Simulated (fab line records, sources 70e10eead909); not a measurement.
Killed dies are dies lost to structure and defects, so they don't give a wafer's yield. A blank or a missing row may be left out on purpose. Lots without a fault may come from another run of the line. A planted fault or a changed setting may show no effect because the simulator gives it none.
Problem report in the 8D (eight disciplines) form, filled by code | flow nand_harc | the parts of the form that need people (team, actions taken, sign-off) are left out

1. THE PROBLEM
time_to_endpoint_s at NHARC_A_CONTACT_CMP_20 reads a mean of 0 s on 6 wafers of 2 lots; wafers without a fault read 58 s with a standard deviation of 3.2. That is -18 standard deviations from the usual mean.
The step: polishes, t overpolish 30 s, target thk 300 nm.
First seen on wafer L246.2, day 27 12:57, on cmp-04. The record holds 39 wafers of 13 lots with a number at this step. Rule for "out", or "out of limits": more than 4 standard deviations from the usual mean. The other wafers with a number count as sound.

2. WHAT IT IS AND WHAT IT IS NOT
question                    | is                     | is not
which readings at this step | time_to_endpoint_s     | motor_current_A, overpolish_run_s, retaining_ring_pressure_frac
which lots                  | L246, L251             | L235, L236, L237, L239, L241, L242, L243, L247, L249, L257, L258
which wafers of those lots  | all that have a number | -
read on which tools         | cmp-04                 | cmp-02, cmp-03
when                        | from day 27 12:57      | up to then (24 sound wafers); but 9 sound wafers of L249, L257, L258 came after

3. SUSPECTS, AND WHAT RULES EACH OUT
Counting: a tool at a process step up to the reading stays a suspect if it ran every lot that is out and no sound lot after the first of them.
- cvd_w-01 at NHARC_A_CONTACT_CVD_19 (deposits W, target thk 300 nm, time 802 s): ruled out as a lasting fault. Sound lots L258 ran on it after its first lot that is out, L246 (day 27 12:11).
- cmp-04 at NHARC_A_CONTACT_CMP_20 (polishes, t overpolish 30 s, target thk 300 nm): kept. It ran every lot that is out, first L246 (day 27 12:57), and no sound lot after that; its last sound lot up to then is L239 (day 24 03:39). Its own readings are out on those wafers: time_to_endpoint_s.
Left after counting: cmp-04 at NHARC_A_CONTACT_CMP_20.

4. THE CAUSE (what the simulator had put in)
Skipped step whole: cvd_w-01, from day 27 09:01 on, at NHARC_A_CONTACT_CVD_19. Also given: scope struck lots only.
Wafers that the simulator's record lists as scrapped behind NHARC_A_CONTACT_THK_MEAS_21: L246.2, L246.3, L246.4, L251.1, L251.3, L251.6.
Counting ruled it out, wrongly: the rule takes a fault to strike every lot that its tool runs from its start on, and this one did not.

5. THE CHAIN OF EFFECTS, in route order
Each row: a reading whose mean over the struck wafers that have a number lies more than 3 standard deviations from the usual. Only readings for which the record gives a usual standard deviation are gone through. hours: the time from each lot's start at the first step in this table that gives one to its start at this step, as a median over the lots. sigmas: the change in usual standard deviations.
hours | step                   | reading            | usual | on struck wafers | change | sigmas
0     | NHARC_A_CONTACT_CMP_20 | time_to_endpoint_s | 58 s  | 0                | -58    | -18
The process steps in it:
- NHARC_A_CONTACT_CMP_20: polishes, t overpolish 30 s, target thk 300 nm.
Readings that are blank on the struck wafers while sound wafers have them: chamber_pressure_Torr at NHARC_A_CONTACT_CVD_19; heater_power_outer_w at NHARC_A_CONTACT_CVD_19; heater_power_w at NHARC_A_CONTACT_CVD_19; throttle_valve_pct at NHARC_A_CONTACT_CVD_19.

6. WHAT WOULD HAVE CAUGHT IT SOONER
In this record the first reading out of limits was taken at day 27 12:57, 4 hours after the fault began at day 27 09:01.
At NHARC_A_CONTACT_CVD_19 the tool's readings are blank on the struck wafers, where sound wafers have them: an empty tool record is the first sign, and it was there at once.
